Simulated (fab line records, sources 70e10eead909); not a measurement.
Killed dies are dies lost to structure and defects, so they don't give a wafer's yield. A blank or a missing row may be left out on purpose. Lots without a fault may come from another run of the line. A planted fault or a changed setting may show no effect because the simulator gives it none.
A sampling plan put to the test | flow nand_harc | one fab line, 37 faults that these records tell of, each judged on the records of the lots that it struck; 1 more is left out, because the records don't allow judging it
The plan is the line's own looks: the steps of the route at which a gauge or an inspection reads the wafer and doesn't change it. A look can be judged if struck wafers have a number there and the file gives its usual mean and standard deviation on fault-free wafers. Caught: at a look after the fault's first step, the mean of the struck wafers lies 4 or more of those standard deviations (sigma) from the usual mean. On the tool: the same test on the tool's own readings at the fault's steps. Another recipe on the struck wafers, or a record that is blank for them alone, also counts as caught.

THE FAULTS, as the simulator had put them in
1. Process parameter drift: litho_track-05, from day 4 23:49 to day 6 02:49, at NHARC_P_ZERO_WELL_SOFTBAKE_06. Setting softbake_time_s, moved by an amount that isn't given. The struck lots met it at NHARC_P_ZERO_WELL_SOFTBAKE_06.
2. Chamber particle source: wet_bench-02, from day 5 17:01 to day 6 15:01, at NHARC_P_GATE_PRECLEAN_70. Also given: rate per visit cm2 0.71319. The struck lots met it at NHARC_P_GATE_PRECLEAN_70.
3. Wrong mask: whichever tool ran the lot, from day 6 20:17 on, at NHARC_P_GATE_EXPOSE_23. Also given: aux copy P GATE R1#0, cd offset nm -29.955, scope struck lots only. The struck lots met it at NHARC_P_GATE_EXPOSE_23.
4. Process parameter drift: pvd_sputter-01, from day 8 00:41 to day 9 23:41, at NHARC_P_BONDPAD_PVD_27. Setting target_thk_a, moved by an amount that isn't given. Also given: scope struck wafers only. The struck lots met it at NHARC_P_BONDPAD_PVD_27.
5. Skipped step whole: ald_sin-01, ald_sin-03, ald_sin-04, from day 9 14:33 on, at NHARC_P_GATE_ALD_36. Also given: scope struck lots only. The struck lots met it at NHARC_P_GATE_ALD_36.
6. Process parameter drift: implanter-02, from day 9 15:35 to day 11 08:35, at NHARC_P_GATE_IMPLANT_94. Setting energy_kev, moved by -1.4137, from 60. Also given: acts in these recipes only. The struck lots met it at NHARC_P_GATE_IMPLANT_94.
7. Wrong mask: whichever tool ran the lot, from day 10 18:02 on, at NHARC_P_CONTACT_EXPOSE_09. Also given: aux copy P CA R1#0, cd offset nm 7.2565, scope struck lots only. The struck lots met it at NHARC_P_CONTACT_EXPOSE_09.
8. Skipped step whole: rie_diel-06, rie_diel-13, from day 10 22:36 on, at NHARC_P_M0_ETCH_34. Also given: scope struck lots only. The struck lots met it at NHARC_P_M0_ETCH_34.
9. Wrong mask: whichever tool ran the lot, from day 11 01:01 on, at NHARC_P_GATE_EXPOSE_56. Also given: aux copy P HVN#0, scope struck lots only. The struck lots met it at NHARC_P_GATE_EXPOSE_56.
10. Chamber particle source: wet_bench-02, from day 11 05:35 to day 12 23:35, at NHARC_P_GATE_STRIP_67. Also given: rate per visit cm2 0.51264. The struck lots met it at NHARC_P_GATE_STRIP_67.
11. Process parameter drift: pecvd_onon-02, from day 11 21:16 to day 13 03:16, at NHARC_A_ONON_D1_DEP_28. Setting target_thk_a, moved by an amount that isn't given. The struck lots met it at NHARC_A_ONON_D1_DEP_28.
12. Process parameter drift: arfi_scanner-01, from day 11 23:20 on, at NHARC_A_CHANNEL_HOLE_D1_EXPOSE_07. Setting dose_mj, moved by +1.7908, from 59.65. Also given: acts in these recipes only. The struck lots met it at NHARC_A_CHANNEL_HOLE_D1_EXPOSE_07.
13. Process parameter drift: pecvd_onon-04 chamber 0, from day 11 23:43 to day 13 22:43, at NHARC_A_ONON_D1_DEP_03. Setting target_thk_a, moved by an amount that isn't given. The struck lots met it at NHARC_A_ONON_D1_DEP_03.
14. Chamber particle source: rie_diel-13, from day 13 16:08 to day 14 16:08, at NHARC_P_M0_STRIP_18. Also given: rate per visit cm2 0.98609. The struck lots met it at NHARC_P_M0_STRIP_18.
15. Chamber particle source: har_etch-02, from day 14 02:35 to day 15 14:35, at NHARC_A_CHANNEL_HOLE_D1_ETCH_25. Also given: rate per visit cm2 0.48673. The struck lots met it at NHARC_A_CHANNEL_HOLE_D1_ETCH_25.
16. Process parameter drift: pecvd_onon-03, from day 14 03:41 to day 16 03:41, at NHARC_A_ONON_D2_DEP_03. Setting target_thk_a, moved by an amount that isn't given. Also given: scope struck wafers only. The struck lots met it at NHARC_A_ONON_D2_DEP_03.
17. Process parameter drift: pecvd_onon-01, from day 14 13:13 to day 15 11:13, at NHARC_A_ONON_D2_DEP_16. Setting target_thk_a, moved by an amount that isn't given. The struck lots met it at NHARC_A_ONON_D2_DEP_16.
18. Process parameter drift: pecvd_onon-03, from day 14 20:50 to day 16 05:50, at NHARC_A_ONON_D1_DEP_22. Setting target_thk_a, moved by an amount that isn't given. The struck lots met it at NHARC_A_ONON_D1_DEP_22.
19. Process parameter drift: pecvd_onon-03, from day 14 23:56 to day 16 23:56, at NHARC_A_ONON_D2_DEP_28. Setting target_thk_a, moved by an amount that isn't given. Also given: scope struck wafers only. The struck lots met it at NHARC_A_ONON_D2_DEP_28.
20. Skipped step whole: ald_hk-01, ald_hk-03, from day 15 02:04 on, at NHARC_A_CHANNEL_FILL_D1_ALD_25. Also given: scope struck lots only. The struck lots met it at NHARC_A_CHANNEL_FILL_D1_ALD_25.
21. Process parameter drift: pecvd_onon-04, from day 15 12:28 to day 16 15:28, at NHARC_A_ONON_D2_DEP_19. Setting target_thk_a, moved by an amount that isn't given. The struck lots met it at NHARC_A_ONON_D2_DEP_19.
22. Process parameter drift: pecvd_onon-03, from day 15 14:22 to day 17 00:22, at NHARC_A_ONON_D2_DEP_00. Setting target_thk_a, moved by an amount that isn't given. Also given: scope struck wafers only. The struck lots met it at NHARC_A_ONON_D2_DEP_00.
23. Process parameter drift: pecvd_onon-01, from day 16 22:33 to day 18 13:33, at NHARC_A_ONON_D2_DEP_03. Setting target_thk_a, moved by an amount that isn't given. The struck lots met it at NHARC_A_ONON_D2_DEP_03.
24. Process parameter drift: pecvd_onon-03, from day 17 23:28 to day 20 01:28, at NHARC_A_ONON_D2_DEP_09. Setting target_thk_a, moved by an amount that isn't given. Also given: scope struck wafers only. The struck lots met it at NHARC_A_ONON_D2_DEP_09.
25. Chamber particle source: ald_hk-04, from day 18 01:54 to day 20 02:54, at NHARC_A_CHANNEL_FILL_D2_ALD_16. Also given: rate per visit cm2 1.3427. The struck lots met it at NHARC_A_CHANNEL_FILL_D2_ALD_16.
26. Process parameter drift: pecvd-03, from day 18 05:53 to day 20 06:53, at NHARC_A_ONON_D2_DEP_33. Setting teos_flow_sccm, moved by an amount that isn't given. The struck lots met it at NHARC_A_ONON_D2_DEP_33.
27. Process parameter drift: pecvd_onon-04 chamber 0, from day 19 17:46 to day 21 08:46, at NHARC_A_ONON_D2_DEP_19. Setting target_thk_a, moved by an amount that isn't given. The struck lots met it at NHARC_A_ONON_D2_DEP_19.
28. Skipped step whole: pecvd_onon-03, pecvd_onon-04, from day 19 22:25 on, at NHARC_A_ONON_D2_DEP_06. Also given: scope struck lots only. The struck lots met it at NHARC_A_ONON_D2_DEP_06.
29. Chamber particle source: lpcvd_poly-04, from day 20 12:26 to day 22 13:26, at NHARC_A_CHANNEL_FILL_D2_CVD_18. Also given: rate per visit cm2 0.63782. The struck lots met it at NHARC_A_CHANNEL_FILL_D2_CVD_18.
30. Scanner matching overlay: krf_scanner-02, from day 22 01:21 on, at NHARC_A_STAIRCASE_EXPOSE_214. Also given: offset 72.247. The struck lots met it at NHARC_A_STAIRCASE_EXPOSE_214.
31. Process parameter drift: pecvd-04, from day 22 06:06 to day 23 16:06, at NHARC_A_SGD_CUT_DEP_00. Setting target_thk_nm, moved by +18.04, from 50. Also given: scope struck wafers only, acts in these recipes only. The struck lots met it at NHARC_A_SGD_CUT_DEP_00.
32. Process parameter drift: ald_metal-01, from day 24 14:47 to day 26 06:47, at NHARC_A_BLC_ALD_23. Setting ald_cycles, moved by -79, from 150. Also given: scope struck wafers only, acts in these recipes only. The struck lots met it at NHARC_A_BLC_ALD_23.
33. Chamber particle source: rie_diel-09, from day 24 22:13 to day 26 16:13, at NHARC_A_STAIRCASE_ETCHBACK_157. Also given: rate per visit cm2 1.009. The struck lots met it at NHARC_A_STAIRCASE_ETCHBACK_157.
34. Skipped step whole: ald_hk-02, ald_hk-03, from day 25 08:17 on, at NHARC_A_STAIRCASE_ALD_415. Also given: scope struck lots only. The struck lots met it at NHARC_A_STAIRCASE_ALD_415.
35. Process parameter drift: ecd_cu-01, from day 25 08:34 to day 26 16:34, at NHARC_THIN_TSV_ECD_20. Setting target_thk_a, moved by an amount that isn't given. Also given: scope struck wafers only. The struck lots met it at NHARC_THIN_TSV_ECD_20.
36. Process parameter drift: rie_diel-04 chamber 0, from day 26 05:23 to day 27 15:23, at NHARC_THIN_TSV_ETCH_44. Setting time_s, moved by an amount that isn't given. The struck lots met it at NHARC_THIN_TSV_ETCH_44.
37. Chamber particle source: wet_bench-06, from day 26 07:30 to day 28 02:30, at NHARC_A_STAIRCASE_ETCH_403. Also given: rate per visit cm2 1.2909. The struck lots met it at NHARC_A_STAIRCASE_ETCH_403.

WHAT THE PLAN SAW
fault | on the tool itself                               | first look that catches it                      | reading, sigma                                               | median hours from its first step to that look | hours from the fault's start to the first struck lot there | judged looks passed uncaught
1     | heater_power_total_W +99 or beyond sigma         | NHARC_P_ZERO_WELL_CD_MEAS_11                    | cd_nm -4.6                                                   | 1.2                                           | 15                                                         | 0
2     | under 2 sigma                                    | NHARC_P_GATE_INSPECT_28                         | raw_defect_count +99 or beyond                               | 26.5                                          | 37                                                         | 0
3     | under 2 sigma                                    | NHARC_P_GATE_CD_MEAS_26                         | cd_nm -58                                                    | 0.1                                           | 9                                                          | 0
4     | under 2 sigma                                    | NHARC_END_SORT_01                               | killed_at_periphery +99 or beyond                            | 422.1                                         | 422                                                        | 0
5     | the tool's record is blank for the struck wafers | NHARC_END_SORT_01                               | killed_at_periphery +99 or beyond                            | 457.5                                         | 456                                                        | 0
6     | beam_energy_keV -83 sigma                        | not the one look that can be judged after it    | -                                                            | -                                             | -                                                          | 1
7     | no reading that can be judged                    | NHARC_P_CONTACT_CD_MEAS_12                      | cd_nm +12                                                    | 0.1                                           | 2                                                          | 0
8     | the tool's record is blank for the struck wafers | NHARC_END_SORT_01                               | killed_at_periphery +99 or beyond                            | 441.9                                         | 437                                                        | 0
9     | under 2 sigma                                    | NHARC_END_SORT_01                               | killed_at_periphery +99 or beyond                            | 458.1                                         | 468                                                        | 0
10    | no reading that can be judged                    | NHARC_P_GATE_INSPECT_68                         | raw_defect_count +4.4                                        | 0.5                                           | 12                                                         | 0
11    | under 2 sigma                                    | NHARC_A_ONON_D1_THK_MEAS_30                     | thk_nm +4.3                                                  | 0.5                                           | 15                                                         | 0
12    | exposure_dose_mJ_cm2 +7.3 sigma                  | none of the 3 looks that can be judged after it | strongest: cd_nm at NHARC_A_CHANNEL_HOLE_D1_CD_MEAS_10, +3.8 | -                                             | -                                                          | 3
13    | under 2 sigma                                    | NHARC_A_ONON_D1_THK_MEAS_05                     | thk_nm -44                                                   | 0.5                                           | 13                                                         | 0
14    | under 2 sigma                                    | NHARC_END_SORT_01                               | killed_at_periphery +16                                      | 443.4                                         | 438                                                        | 2
15    | under 2 sigma                                    | NHARC_A_CHANNEL_HOLE_D1_INSPECT_40              | raw_defect_count +13                                         | 2.8                                           | 20                                                         | 0
16    | under 2 sigma                                    | NHARC_A_ONON_D2_THK_MEAS_05                     | thk_nm +55                                                   | 0.5                                           | 6                                                          | 0
17    | no reading that can be judged                    | NHARC_A_ONON_D2_THK_MEAS_18                     | thk_nm -14                                                   | 0.5                                           | 6                                                          | 0
18    | no reading that can be judged                    | NHARC_A_ONON_D1_THK_MEAS_24                     | thk_nm +51                                                   | 0.5                                           | 16                                                         | 0
19    | no reading that can be judged                    | NHARC_A_ONON_D2_THK_MEAS_30                     | thk_nm -38                                                   | 0.4                                           | 21                                                         | 0
20    | the tool's record is blank for the struck wafers | NHARC_END_SORT_01                               | killed_dies +38                                              | 335.6                                         | 338                                                        | 0
21    | no reading that can be judged                    | NHARC_A_ONON_D2_THK_MEAS_21                     | thk_nm -4.1                                                  | 0.5                                           | 12                                                         | 0
22    | no reading that can be judged                    | NHARC_A_ONON_D2_THK_MEAS_02                     | thk_nm -14                                                   | 0.5                                           | 31                                                         | 0
23    | no reading that can be judged                    | NHARC_A_ONON_D2_THK_MEAS_05                     | thk_nm -34                                                   | 0.5                                           | 2                                                          | 0
24    | no reading that can be judged                    | NHARC_A_ONON_D2_THK_MEAS_11                     | thk_nm -40                                                   | 0.5                                           | 44                                                         | 0
25    | under 2 sigma                                    | NHARC_END_SORT_01                               | killed_dies +5.9                                             | 247.0                                         | 253                                                        | 1
26    | mfc_precursor_sccm +97 sigma                     | NHARC_A_ONON_D2_THK_MEAS_34                     | thk_nm +21                                                   | 0.4                                           | 17                                                         | 0
27    | under 2 sigma                                    | NHARC_A_ONON_D2_THK_MEAS_21                     | thk_nm +67                                                   | 0.5                                           | 10                                                         | 0
28    | the tool's record is blank for the struck wafers | NHARC_END_SORT_01                               | killed_dies +38                                              | 291.9                                         | 288                                                        | 0
29    | under 2 sigma                                    | NHARC_END_SORT_01                               | killed_at_array +5.2                                         | 239.4                                         | 240                                                        | 0
30    | no reading that can be judged                    | not the one look that can be judged after it    | -                                                            | -                                             | -                                                          | 1
31    | under 2 sigma                                    | NHARC_END_SORT_01                               | killed_dies +38                                              | 131.1                                         | 142                                                        | 0
32    | under 2 sigma                                    | NHARC_END_SORT_01                               | killed_at_array +38                                          | 46.8                                          | 62                                                         | 0
33    | under 2 sigma                                    | NHARC_END_SORT_01                               | killed_at_array +4.0                                         | 147.6                                         | 144                                                        | 0
34    | the tool's record is blank for the struck wafers | NHARC_END_SORT_01                               | killed_dies +38                                              | 179.8                                         | 191                                                        | 0
35    | no reading that can be judged                    | NHARC_END_SORT_01                               | killed_at_other +99 or beyond                                | 11.7                                          | 18                                                         | 1
36    | run_length_s -99 or beyond sigma                 | NHARC_END_SORT_01                               | killed_at_other +99 or beyond                                | 16.3                                          | 24                                                         | 1
37    | no reading that can be judged                    | NHARC_END_SORT_01                               | killed_at_array +4.8                                         | 138.6                                         | 173                                                        | 1
A dash: the fault isn't caught, or these records don't give the number.

Caught at a look: 34 of 37. Caught on the tool: 10 of 37. By one or the other: 36 of 37.
Caught on the tool alone: faults 6, 12.
Caught at a look alone: faults 2, 3, 4, 7, 9, 10, 11, 13, 14, 15, 16, 17, 18, 19, 21, 22, 23, 24, 25, 27, 29, 31, 32, 33, 35, 37.
Caught by neither: fault 30.

THINNER SAMPLING
If the look that catches a fault measured only every second or every third lot, by lot number, the first struck lot would be measured this late in the worst case:
fault | struck lots at that look, in order of time | every lot | every second lot | every third lot
1     | L151, L152                                 | 15 h      | 25 h             | may miss all 2
2     | L521, L522                                 | 37 h      | 43 h             | may miss all 2
3     | L484                                       | 9 h       | may miss it      | may miss it
4     | L571                                       | 422 h     | may miss it      | may miss it
5     | L543, L544, L545                           | 456 h     | 469 h            | 503 h
7     | L417                                       | 2 h       | may miss it      | may miss it
8     | L307, L308                                 | 437 h     | 471 h            | may miss all 2
9     | L310                                       | 468 h     | may miss it      | may miss it
10    | L972, L973, L976                           | 12 h      | 14 h             | may miss all 3
11    | L795, L796                                 | 15 h      | 28 h             | may miss all 2
13    | L622, L626                                 | 13 h      | may miss all 2   | may miss all 2
14    | L972, L973                                 | 438 h     | 471 h            | may miss all 2
15    | L910, L913                                 | 20 h      | 28 h             | may miss all 2
16    | L394, L397, L398                           | 6 h       | 30 h             | may miss all 3
17    | L769, L770                                 | 6 h       | 12 h             | may miss all 2
18    | L663, L664                                 | 16 h      | 27 h             | may miss all 2
19    | L757, L756                                 | 21 h      | 26 h             | may miss all 2
20    | L971, L973                                 | 338 h     | may miss all 2   | may miss all 2
21    | L688, L690                                 | 12 h      | may miss all 2   | may miss all 2
22    | L289, L290                                 | 31 h      | 34 h             | may miss all 2
23    | L835, L838                                 | 2 h       | 35 h             | may miss all 2
24    | L353, L352                                 | 44 h      | 45 h             | may miss all 2
25    | L615, L619                                 | 253 h     | may miss all 2   | may miss all 2
26    | L293, L298                                 | 17 h      | 49 h             | may miss all 2
27    | L668, L670                                 | 10 h      | may miss all 2   | may miss all 2
28    | L498, L499                                 | 288 h     | 320 h            | may miss all 2
29    | L925, L922                                 | 240 h     | 241 h            | may miss all 2
31    | L661, L663                                 | 142 h     | may miss all 2   | may miss all 2
32    | L667, L669                                 | 62 h      | may miss all 2   | may miss all 2
33    | L273, L271                                 | 144 h     | may miss all 2   | may miss all 2
34    | L152, L153                                 | 191 h     | 197 h            | may miss all 2
35    | L570                                       | 18 h      | may miss it      | may miss it
36    | L124                                       | 24 h      | may miss it      | may miss it
37    | L307, L306                                 | 173 h     | 175 h            | may miss all 2
Hours are from the fault's start to the first struck lot that is measured. The limit of 4 sigma was tested on all struck wafers together, so one lot alone may lie under it. Other struck lots may not be in these records.

THE LONGEST TIMED WAY FROM STEP TO LOOK
Fault 9: a median of 458.1 hours passes between NHARC_P_GATE_EXPOSE_56 and NHARC_END_SORT_01. No look between them can be judged.
